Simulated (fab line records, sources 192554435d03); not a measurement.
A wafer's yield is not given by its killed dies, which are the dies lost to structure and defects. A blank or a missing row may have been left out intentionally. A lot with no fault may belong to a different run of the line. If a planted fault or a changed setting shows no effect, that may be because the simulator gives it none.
Struck lot and sound lot, side by side | flow n5 finfet | 35 out of 1938 route steps
Sound: these wafers, L881.1, L881.3, L881.5. Struck: wafer L890.1 (L890.3, L890.5, from the same lot, were not struck and are left out); the cause is given at the end.
For every step that has rows: the tool of each side, followed by ch and its chambers, followed by its first start. Under that, the readings that differ: sound wafers | struck wafers | difference of the means | sigmas: that difference in standard deviations of wafers without a fault.
alike: words and numbers the same on both sides, and readings whose means are apart by under 2 such deviations; not compared: readings that were withheld, readings missing a value for some wafer, numbers with overlapping values and no deviation given by the record, and bounds like >300 which may hide the same value.
A row with sigmas, a row that says differs or no value, or rows on one side alone: a step with any of these is where the two part. When numbers do not overlap yet have no deviation, they are printed without sigmas and do not part them. A reading missing from all wafers of one side parts the sides only when that side holds two or more wafers.

first, 11 steps without rows for these wafers: N5_BEOL_M15_TRENCH_ETCH_34 (etches SiO2 in C4F8/O2/Ar, target depth 872.93 nm, time 199 s); N5_BEOL_M15_STRIP_36 (strips in O2); N5_BEOL_M15_STRIP_62 (strips in O2); N5_BEOL_M15_STRIP_37 (strips in O2); N5_BEOL_M15_ETCH_38 (etches SiCN in CF4/N2, target depth 106.4 nm, time 120.5 s); N5_BEOL_M15_PRECLEAN_39 (cleans in residue remover, time 60 s); N5_BEOL_M15_SRD_40 (time 30 s, dry time 30 s); N5_BEOL_M15_DEGAS_41 (time 60 s); N5_BEOL_M15_PRE_CLEAN_42 (time 30 s); N5_BEOL_M15_SPUTTER_43 (material TaN, target thk 15 nm, time 24.19 s); N5_BEOL_M15_SPUTTER_44 (material Ta, target thk 15 nm, time 24.19 s).
N5_BEOL_M15_SPUTTER_45: material Cu, target thk 100 nm, time 16.67 s.
  struck on pvd sputter-03, day 15 02:40; sound on pvd sputter-03, day 11 18:47
  alike: bias v, substrate temp c, throttle valve pct
then, 22 steps without rows for these wafers: N5_BEOL_M15_ECD_47 (material Cu, target thk 1860 nm); N5_BEOL_M15_ANNEAL_48 (time 90 s); N5_BEOL_M15_CMP_49 (polishes, stops on SiO2, t overpolish 4.9 s, target thk 850 nm); N5_BEOL_M15_PRE_CLEAN_52 (time 15 s); N5_BEOL_M15_DEP_53 (deposits SiCN from 3MS/NH3, target thk 50 nm, time 17.8 s); N5_PASSIVATION_PECVD_00 (deposits SiO2 from SiH4/N2O, target thk 200 nm, time 11.2 s); N5_MIM_BOT_DEGAS_01 (time 60 s); N5_MIM_BOT_SPUTTER_00 (material TiN, target thk 35 nm, time 89.7 s); N5_MIM_TOP_ALD_00 (deposits Al2O3, purge time 3 s, co reactant pulse time 3 s); N5_MIM_TOP_ALD_01 (deposits HfO2, target thk 5.6 nm, pulse time 1 s, purge time 3 s); N5_MIM_TOP_ALD_02 (deposits Al2O3, purge time 3 s, co reactant pulse time 3 s); N5_MIM_TOP_DEGAS_04 (time 60 s); N5_MIM_TOP_SPUTTER_03 (material TiN, target thk 35 nm, time 89.7 s); N5_MIM_TOP_LITHO_HMDS_01 (time 60 s); N5_MIM_TOP_LITHO_COAT_02; N5_MIM_TOP_LITHO_EBR_04; N5_MIM_TOP_LITHO_SOFTBAKE_03 (time 90 s); N5_MIM_TOP_LITHO_EXPOSE_05 (exposes mask MIM TOP, target cd 2000 nm); N5_MIM_TOP_LITHO_PEB_06; N5_MIM_TOP_LITHO_DEVELOP_07 (develop time 60 s); N5_MIM_TOP_LITHO_HARDBAKE_09 (time 120 s); N5_MIM_TOP_LITHO_DESCUM_10 (chemistry O2, time 7.9 s).
N5_PASSIVATION_PROBE_49:
  struck on prober-02, day 15 18:55; sound on prober-01, day 12 07:46
  reading                  | sound          | struck | difference | sigmas
  defect limited yield (%) | 89.5 91.9 91.9 | 86.0   | -5.1       | -3
  killed_at_M4_up          | 20 21 12       | 75     | +57        | +12
  killed dies              | 124 95 96      | 165    | +60        | +3
  sort_bin_5_function (%)  | 6.4 4.5 4.8    | 8.1    | +2.9       | +3
  sort_bin_6_memory (%)    | 3.6 3.2 2.9    | 5.4    | +2.2       | +3
  sort n pass              | 1056 1085 1084 | 1015   | -60        | -3
  sort yield pct (%)       | 89.5 91.9 91.9 | 86.0   | -5.1       | -3
  alike: killed_at_M0_to_M3, killed at contacts, killed at front end, killed at other, killed open, killed short

WHERE THEY PART
At N5_PASSIVATION_PROBE_49 and nowhere else, as far as this record goes.

WHY: what the simulator had put in
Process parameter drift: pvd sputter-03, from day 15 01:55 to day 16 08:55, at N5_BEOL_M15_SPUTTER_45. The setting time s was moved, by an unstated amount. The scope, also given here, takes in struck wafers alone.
